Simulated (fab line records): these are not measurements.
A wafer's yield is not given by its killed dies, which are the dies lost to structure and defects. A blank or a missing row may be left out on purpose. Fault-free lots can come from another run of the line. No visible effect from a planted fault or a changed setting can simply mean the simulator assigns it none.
fab line records	flow n5_finfet
record: lots: 4	wafers: 12	last_day: 18
route steps=1938 shown BEOL_M4@1099 BEOL_M5@1112 BEOL_M6@1204 PASSIVATION@1936
lots that met no fault: from a run of the same line without faults
start_h: start of the lot's first displayed wafer, in hours after the record's first day	wait_h: hours elapsed since this lot's preceding step	" repeats the value in the row above	L1.1+2: several wafers, shown together as one row	- value missing, or start not given	* or withheld: withheld	< > ~ a bound
route shown NAME@n: names a module that has steps shown in the file, with the first one's number in the route	usual: average and standard deviation across the fault-free wafers	same: alike in all rows	chamber/n: place in a boat	sites: per-site readings	_std_site: the values' standard deviation	_edge_site: mean of outer sites minus mean of inner sites	radius_mm: how far each site lies from the wafer's centre	mask NAME#n: copy n	behind: the last tool/chamber to shape the wafer	hold: what put the lot on hold/how long, in hours/how the hold closed	device: which transistor (n, p or np) failed to switch	end of line: the same wafers' tests at the end of the route	step lacking rows: just its recipe	killed: dies lost to structure and defects at the first sort, not the wafer's yield	map: a wafer's dies, x killed, . not, _ none there
set.NAME: the run value of the setting; set.NAME@STEP: its run value at that earlier step	model.NAME: the simulator's own value behind a step, which no gauge read
lots at selected steps of the route; one table per step, one row per wafer
services: the hour from which a tool's chamber was out of use, counted from the record's first day as start_h (under 0 if before that day), plus the number of hours and why
== steps ==
step: N5_BEOL_M4_ANNEAL_95
recipe: temp_c: 400	time_s: 240	ambient: vacuum
step: N5_BEOL_M4_SPUTTER_96
recipe: material: Cu	target_thk_a: 45	temp_c: -20	chamber_pressure_pa: 0.07	power_w: withheld	time_s: 8.29
step: N5_BEOL_M4_ECD_50
recipe: material: Cu	target_thk_a: 3000
step: N5_BEOL_M4_ANNEAL_51
recipe: temp_c: 225	time_s: 90	ambient: N2
step: N5_BEOL_M4_CMP_52
recipe: stop_on: SiOC	t_overpolish_s: 6.8	down_force_psi: 1	platen_rpm: 50	clearing_platen_down_force_psi: 1.5	clearing_platen_rpm: 50	post_cmp_clean: cu_alkaline	target_thk_nm: 40	clearing_platen_pad_velocity_m_s: 0.99484	pad_velocity_m_s: 0.99484
step: N5_BEOL_M4_PRE_CLEAN_60
recipe: gas: NH3/H2	time_s: 15	temp_c: *	rf_power_w: 300
step: N5_BEOL_M4_CO_CAP_55
recipe: material: Co	target_thk_a: 20	temp_c: 200	precursor: CCTBA/H2	pressure_torr: 30	time_s: 102.1
step: N5_BEOL_M4_PRE_CLEAN_56
recipe: gas: NH3	time_s: 15	temp_c: withheld	rf_power_w: 300
step: N5_BEOL_M4_DEP_57
recipe: material: SiCN	target_thk_a: 80	temp_c: withheld	precursor: 3MS/NH3	pressure_torr: 3	rf_w: 202	time_s: 14
step: N5_BEOL_M4_RC_MEAS_101
usual: DIBL_N: 36.0/1.7	DIBL_P: 36.2/2.3	IOFF_N: 0.16/0.03	IOFF_P: 0.21/0.036	ION_N: 679/11	ION_P: 465/7.1	SS_N: 71.4/0.58	SS_P: 73.3/0.75	VT_N: 249/3.1	VT_P: -251/3.5
lot.wafer	tool	chamber	start_h	wait_h	DIBL_N[mV/V]	DIBL_P[mV/V]	IOFF_N[nA/um]	IOFF_P[nA/um]	ION_N[uA/um]	ION_P[uA/um]	SS_N[mV/dec]	SS_P[mV/dec]	VT_N[mV]	VT_P[mV]
L612.1	prober-02	0	190.71	0.0	39.3	38.5	0.20	0.27	696	472	72.0	74.8	246	-246
L612.2	"	0	"	"	37.4	37.0	0.17	0.25	673	467	71.2	73.1	249	-246
L612.6	"	0	"	"	35.4	34.0	0.14	0.20	670	457	72.0	73.1	250	-250
L620.3	prober-01	0	210.33	0.3	36.4	38.3	0.15	0.16	678	454	72.6	73.9	251	-258
L620.4	"	0	"	"	35.8	37.4	0.14	0.16	681	459	71.4	74.0	253	-260
L620.5	"	0	"	"	35.2	36.3	0.13	0.14	671	443	72.1	73.5	254	-262
L624.2	prober-01	0	251.80	0.4	36.0	36.0	0.14	0.23	669	470	71.0	73.3	253	-246
L624.3	"	0	"	"	37.7	37.5	0.17	0.26	682	476	71.8	73.5	247	-248
L624.5	"	0	"	"	35.0	34.6	0.12	0.20	667	465	71.1	72.8	254	-250
L634.1	prober-02	0	320.85	0.0	40.9	42.9	0.25	0.31	697	469	72.0	74.5	242	-244
L634.2	"	0	"	"	34.9	37.2	0.15	0.21	676	467	71.2	72.6	250	-249
L634.3	"	0	"	"	34.0	35.8	0.13	0.17	665	456	70.7	72.6	254	-252
step: N5_BEOL_M5_ILD_DEP_00
recipe: material: SiCOH_lowk	target_thk_a: 1406.4	temp_c: 300	precursor: DEMS/porogen	pressure_torr: 5	rf_w: 500	time_s: 25.9
step: N5_BEOL_M5_CURE_79
recipe: temp_c: 385	time_s: 240	ambient: He/Ar	material: SiCOH_lowk
step: N5_BEOL_M5_PECVD_70
recipe: material: SiO2	target_thk_a: 160	temp_c: 400	precursor: TEOS/O2	pressure_torr: 5.5	rf_w: 450	teos_flow_sccm: 53.8	gas: O2	flow_sccm: 3000	time_s: 18
step: N5_BEOL_M5_HM_DEP_02
recipe: material: TiN	target_thk_a: 200	temp_c: 25	chamber_pressure_pa: 0.49996
step: N5_BEOL_M5_COAT_59
recipe: resist: SOC	temp_c: 250	time_s: 60	spin_rpm: 1500	resist_thk_nm: 60
step: N5_BEOL_M5_COAT_60
recipe: resist: SiARC	temp_c: 220	time_s: 60	spin_rpm: 1500	resist_thk_nm: 12
step: N5_BEOL_M5_COAT_71
recipe: resist: underlayer	temp_c: 205	time_s: 60	spin_rpm: 1500	resist_thk_nm: 5
step: N5_BEOL_M5_COAT_05
recipe: resist: CAR-EUV	spin_rpm: 1500	resist_thk_nm: 30
step: N5_BEOL_M5_EBR_07
recipe: solvent: PGMEA	ebr_width_mm: 1.5
step: N5_BEOL_M5_SOFTBAKE_06
recipe: temp_c: 110	time_s: 60	resist: CAR-EUV
step: N5_BEOL_M5_EXPOSE_08
recipe: mask_id: M5	na: 0.33	source_shape: annular	sigma_inner: 0.4	sigma_outer: 0.8	polarization: unpolarized	target_cd_nm: 28	dose_mj: 35.75
step: N5_BEOL_M5_PEB_09
recipe: peb_temp_c: 100	peb_time_s: 60	resist: CAR-EUV
step: N5_BEOL_M5_DEVELOP_10
recipe: develop_time_s: 30	developer: TMAH	resist: CAR-EUV	rinse_liquid: surfactant_rinse	dry: air_spin	dev_temp_c: 23
step: N5_BEOL_M5_DESCUM_16
recipe: chemistry: O2	time_s: 7	source_power_w: 50	bias_power_w: 20	pressure_mtorr: 20	rf_frequency_hz: 2.712e+07	temp_c: 40	resist: CAR-EUV	o2_flow_sccm: 225
step: N5_BEOL_M5_ETCH_72
recipe: chemistry: N2/H2	target: underlayer	target_depth_a: 65	mask_material: CAR-EUV	time_s: 5.2	ion_energy_ev: 200	pressure_mtorr: 30	source_w: 840	bias_w: 150	n2_flow_sccm: 200	h2_flow_sccm: 200	ends: cleared
step: N5_BEOL_M5_ETCH_61
recipe: chemistry: CF4	target: SiARC	target_depth_a: 156	mask_material: CAR-EUV	time_s: 26	ion_energy_ev: 80	pressure_mtorr: 40	source_w: 545	bias_w: 36	Ar_flow_sccm: 100	cf4_flow_sccm: 100	ends: cleared
step: N5_BEOL_M5_ETCH_62
recipe: chemistry: N2/H2	target: SOC	target_depth_a: 750	overetch_a: 150	mask_material: SiARC	temp_c: 40	time_s: 112.5	ion_energy_ev: 200	pressure_mtorr: 30	source_w: 840	bias_w: 150	n2_flow_sccm: 200	h2_flow_sccm: 200
step: N5_BEOL_M5_STRIP_63
recipe: chemistry: N2/H2	temp_c: 40	n2_flow_sccm: 200	h2_flow_sccm: 200	rf_frequency_hz: 6e+07
step: N5_BEOL_M5_STRIP_73
recipe: chemistry: N2/H2	temp_c: 40	n2_flow_sccm: 200	h2_flow_sccm: 200	rf_frequency_hz: 6e+07
step: N5_BEOL_M5_STRIP_64
recipe: chemistry: CF4	resist: SiARC	power_w: 300	bias_power_w: 75	pressure_mtorr: 50	cf4_flow_sccm: 150	rf_frequency_hz: 6e+07
step: N5_BEOL_M5_HM_OPEN_17
recipe: chemistry: Cl2/BCl3	target_depth_a: 200	overetch_a: 60	target: TiN	mask_material: SOC	ion_energy_ev: 150	pressure_mtorr: 10	icp_w: 1000	bias_w: 126	Cl2_flow_sccm: 53.25	bcl3_flow_sccm: 21.75	Ar_flow_sccm: 25
step: N5_BEOL_M5_STRIP_19
recipe: chemistry: O2	power_w: 400	temp_c: 40	pressure_mtorr: 30	rf_frequency_hz: 6e+07	bias_power_w: 0	overash_fraction: 0.2	o2_flow_sccm: 225
step: N5_BEOL_M5_COAT_65
recipe: resist: SOC	temp_c: 250	time_s: 60	spin_rpm: 1500	resist_thk_nm: 60
step: N5_BEOL_M5_COAT_66
recipe: resist: SiARC	temp_c: 220	time_s: 60	spin_rpm: 1500	resist_thk_nm: 12
step: N5_BEOL_M6_EXPOSE_08
recipe: mask_id: M6	na: 1.35	source_shape: dipole	sigma_inner: 0.817	sigma_outer: 0.97	polarization: te	dose_mj: 68.25
same: dipole_opening_deg: 35
lot.wafer	tool	chamber	start_h	wait_h	mask	model.BEOL_M6.overlay_x_nm
L612.1+2+6	arfi_scanner-01	0	207.34	-	M6#0	-0.2
L620.3+4+5	arfi_scanner-01	0	229.54	-	M6#0	15.2
L624.2+3+5	arfi_scanner-01	0	266.96	-	M6#0	14.8
L634.1+2+3	arfi_scanner-03	0	336.39	-	M6#0	0.6
step: N5_BEOL_M6_OVL_MEAS_12
recipe: points_per_wafer: 44
usual: M6_OVL: 0.1/0.63
lot.wafer	tool	chamber	start_h	wait_h	M6_OVL[nm]
L612.1	overlay-02	0	207.50	0.0	0.3
L612.2	"	0	"	"	-0.4
L612.6	"	0	"	"	0.3
L620.3	overlay-01	0	229.69	0.0	14.8
L620.4	"	0	"	"	14.4
L620.5	"	0	"	"	14.9
L624.2	overlay-02	0	267.11	0.0	14.6
L624.3	"	0	"	"	14.6
L624.5	"	0	"	"	14.5
L634.1	overlay-02	0	336.55	0.0	0.6
L634.2	"	0	"	"	0.7
L634.3	"	0	"	"	0.7
step: N5_PASSIVATION_PROBE_49
usual: defect_limited_yield: 91.3/1.5	killed_at_M0_to_M3: 31/11	killed_at_M4_up: 14/5.1	killed_at_contacts: 12/5.6	killed_at_front_end: 42/12	killed_at_other: 3.8/2.9	killed_dies: 103/18	killed_on_rim: 14/4.5	killed_open: 67/14	killed_short: 33/8	sort_bin_5_function: 5.1/1	sort_bin_6_memory: 3.2/0.75	sort_n_pass: 1077/18	sort_yield_pct: 91.3/1.5
same: gross_dies: 1180	killed_at_back_side: 0	sort_bin_4_leakage[%]: 0	sort_bin_8_speed[%]: 0
lot.wafer	tool	chamber	start_h	wait_h	defect_limited_yield[%]	killed_at_M0_to_M3	killed_at_M4_up	killed_at_contacts	killed_at_front_end	killed_at_other	killed_dies	killed_on_rim	killed_open	killed_short	sort_bin_5_function[%]	sort_bin_6_memory[%]	sort_n_pass	sort_yield_pct[%]
L620.3	prober-01	-	326.36	0.1	57.3	53	388	6	53	4	504	66	72	43	22.4	2.9	676	57.3
L620.4	prober-01	-	326.41	0.2	57.2	41	416	4	41	3	505	68	69	34	22.7	2.5	675	57.2
L620.5	prober-01	-	326.46	0.2	67.5	59	278	10	35	2	384	47	95	42	16.1	4.8	796	67.5
L624.2	prober-01	-	364.30	0.1	65.1	15	339	14	43	1	412	55	49	33	18.5	2.3	768	65.1
L624.3	prober-01	-	364.35	0.1	74.6	21	203	18	58	0	300	35	81	26	15.1	2.9	880	74.6
L624.5	prober-01	-	364.45	0.2	78.7	32	144	15	58	2	251	32	82	44	12.0	3.9	929	78.7
killed by level:class
L620.3 BEOL_M6:overlay=376 BEOL_M0_SAQP:geometric_particle:short=17 BEOL_M0_SAQP:geometric_particle:open=16 HKMG_FIN:area_etch=12 BEOL_M1:geometric_particle:open=9 STI_FIN_REVEAL:geometric_particle:open=6 ILD0:geometric_particle:open=6 MOL_CONTACT_COAG:geometric_particle:open=5
L620.4 BEOL_M6:overlay=402 BEOL_M0_SAQP:geometric_particle:open=13 FIN_SAQP:geometric_particle:open=12 FIN_SAQP:geometric_particle:short=8 BEOL_M0_SAQP:geometric_particle:short=8 BEOL_M3:geometric_particle:open=7 DUMMY_GATE:geometric_particle:open=6 BEOL_M1:geometric_particle:open=6
L620.5 BEOL_M6:overlay=247 BEOL_M0_SAQP:geometric_particle:open=17 BEOL_M4:geometric_particle:open=17 BEOL_M0_SAQP:geometric_particle:short=15 BEOL_M1:geometric_particle:open=9 MOL_CONTACT_COAG:geometric_particle:open=7 BEOL_M2:geometric_particle:open=7 ILD0:geometric_particle:open=6
L624.2 BEOL_M6:overlay=322 MOL_CONTACT_COAG:geometric_particle:open=11 HKMG_FIN:area_etch=8 FIN_SAQP:geometric_particle:short=7 FIN_SAQP:geometric_particle:open=6 GATE_CUT:geometric_particle:open=5 GATE_CUT:geometric_particle:short=5 BEOL_M4:geometric_particle:short=5
L624.3 BEOL_M6:overlay=189 MOL_CONTACT_COAG:geometric_particle:open=17 STI_FIN_REVEAL:geometric_particle:open=16 FIN_SAQP:geometric_particle:open=11 FIN_SAQP:geometric_particle:short=6 BEOL_M0_SAQP:geometric_particle:open=6 GATE_CUT:geometric_particle:short=5 STARTING-WAFER:geometric_particle:open=5
L624.5 BEOL_M6:overlay=123 STI_FIN_REVEAL:geometric_particle:open=27 MOL_CONTACT_COAG:geometric_particle:open=12 BEOL_M4:geometric_particle:open=9 BEOL_M0_SAQP:geometric_particle:short=8 FIN_SAQP:geometric_particle:short=7 STI_FIN_REVEAL:geometric_particle:short=6 BEOL_M1:geometric_particle:open=6
map L620.4 (x killed, . not)
_________________x..x..x...x.________________
______________.xxxx.xxxx...xx.x._____________
___________xx.....xxxxx..xxx.......__________
__________x.....xx...xx.x...x..x..xx_________
________.xx..x...xx.xx...xx...x...x..._______
_______xx..xx.....x...x.x.x.x......x.xx______
______x...xxx..x.xxx..xxx.x.x.x..x...xx._____
_____.xxx...xxx....xxx.......xx..x.xx....____
____.......xx..x.x...x....x..x.xx..xx....x___
___.....xx......xx.x.x.xxxxx.x.....xx.x....__
___xx.x.x.x.x....x..xx......x.x.xx.x.x...x.__
__x...x..x.....xx.x..xx..x..x....xxxx...x..x_
__.x.x...x......x.xx..x.x....x.xx..xxx...xxx_
_.........x.....x...x...xxxx...xxxxxxx..xx.x.
_.x.x...xx.xx.x..x.....x..x..xx....xx...x....
_.xx......xxx.xxx....xxx..x.x.x..xx.x.x.xx...
_xxxx......xx.xx.x.........x....x...x...xx.x.
_x.xx.xx...xx.xx..x.x.x..xxxxx.xxx..xxxx.....
_x.x.x.xx..xxxx......x..xx.x....x...xx..x.xx.
_xx..x..x.xxxx...xx..x..xx.x.x.x.x...xxxxx.x.
_..x.x.xx......x..x.xx.x..x...xxx...x.xxxxx.x
__x..x......x.x.xxxx.x.xxxx.....xx.x.xxxx.x._
__.x...x....x..x....x.x...x..........xx....x_
___.x.......xxx..xxx....xx....xxxx..x..x..x__
___..x...x.xxx.x...........x.xx.xx.xxxx..xx__
____..x.xxxxx..x.....x.x..x...xxxxx.x...xx___
_____.xxxx.....xxx..xx..x.x.x.xxx.......x____
______x.x..xx.xxxxxxx.xx..xxxxx..x.x..xx_____
_______....xx.x.xxx.x.x..xx.x..x..x..xx______
________x.x...x.x..x.x.x...xxx.xx.xxx._______
__________...x..x....x...xx.x.....xx_________
___________xx..xx.x.xx.xx.xxxx.xxx.__________
______________..xx.xx.xx..x.x..x_____________
_________________xx......x.x.________________
map L624.2 (x killed, . not)
_________________x.xx.x.....x________________
______________xx.x.x.....xxx...._____________
___________.x.x..x.....x......x.x.x__________
__________..x..x.x.....x..x...xx..xx_________
________..x...x......xxxx.x...xx...xxx_______
_______x......xx.x.x.xxxx.x.x.xxxxxxx.x______
______..x.x.xx...x...x...xx.xx......x.x._____
_____x.x.....x.x.x...x.xxx.xx.x.xxx..x...____
____x.x....x..xx..x.xxxx.x......x...x.x..x___
___.xxx.x....xxxx..x......x...xxx..x..x..x.__
___x.......xx...xx.x...xx...x...x....x....x__
__.....x.x....x........x.xxx.x.x.xxx..xx...x_
__...........x......xxxxx.xx.x..x....x..x..x_
_.......xxx.x.....x..x..xxxx..x..x.x..xx..x..
_..xxxxxxx..x.x....xxx..x.x.x...x.......x.xx.
_xx.x...x.....x.....x...........x...x..xx....
_...x...x.xx.....x....x...xx..x...x..x...x.x.
_x........xx.x.x.x...x....xxxx....x..x..x..x.
_xx.....x.....xx...x....xx..x.x...x..x...xxx.
_...x.xx.x.x.xxx.xxx....x.xx...x..x..x..xx.x.
_x......xx..xx.x....xx.x....x.x.....x..x.x...
__.......x.....x......x.x..x..x.....xxxxxx.._
__x.xxx...........xx.....xxxxx...x...x.x...._
___....xxx......x...x....x...x..xxxx.....x.__
___....x..x..xx.x....x...xxx.x..x..xx.xx...__
____.x..x..xxxxxxx..x.x...xxxx.....x......___
_____x.xx........xx....x.x..x...........x____
______..x...x..xxx.x..x.x..x..x........._____
_______xx..............x.....x...x...xx______
________x........x...x.x.x.xx........._______
__________x..x......xxx...xx.x...x.._________
___________..xxxx..x....x....xx..x.__________
______________.x..xxx....x..xx.x_____________
_________________xx.x.....x..________________
== services ==
tool	chamber	start_h	hours	kind
arfi_scanner-01	-	210.79	1.3	pm
arfi_scanner-03	-	216.77	4.9	pm
arfi_scanner-03	-	231.00	1.0	pm
arfi_scanner-03	-	232.97	0.5	repair
arfi_scanner-01	-	240.74	0.8	pm
arfi_scanner-03	-	244.65	1.3	pm
arfi_scanner-03	-	253.26	1.4	repair
arfi_scanner-01	-	272.61	0.7	repair
arfi_scanner-03	0	288.32	-	calibration
arfi_scanner-01	-	301.82	4.9	pm
arfi_scanner-01	-	308.27	1.0	pm
arfi_scanner-03	-	316.20	0.8	pm
arfi_scanner-01	-	336.29	1.3	pm
== key ==
first_sign: step: N5_BEOL_M6_OVL_MEAS_12	reading: M6_OVL	direction: up	sigmas: 23	usual: 0.1	struck: 14.6
effect: step: N5_PASSIVATION_PROBE_49	reading: killed_at_M4_up	direction: up	sigmas: 55	usual: 14	struck: 295
model_effect: step: N5_BEOL_M6_EXPOSE_08	value: BEOL_M6.overlay_x_nm	without: 0	struck: 15
more_kills_born_at: N5_BEOL_M6_EXPOSE_08@arfi_scanner-01: 1659
met_at N5_BEOL_M6_EXPOSE_08
struck_wafers L620.3,L620.4,L620.5,L624.2,L624.3,L624.5
baseline_loss: step: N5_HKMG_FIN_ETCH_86	wafers: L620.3
onset_between 207.34 229.54
fault: kind: scanner_matching_overlay	tool: arfi_scanner-01	chamber: -	onset_h: 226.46	steps: N5_BEOL_M6_EXPOSE_08	offset: 14.998
baseline_loss: these wafers lose ten dies or more at that step, a loss of the line's own and not of a fault; the sort's usual values leave them out
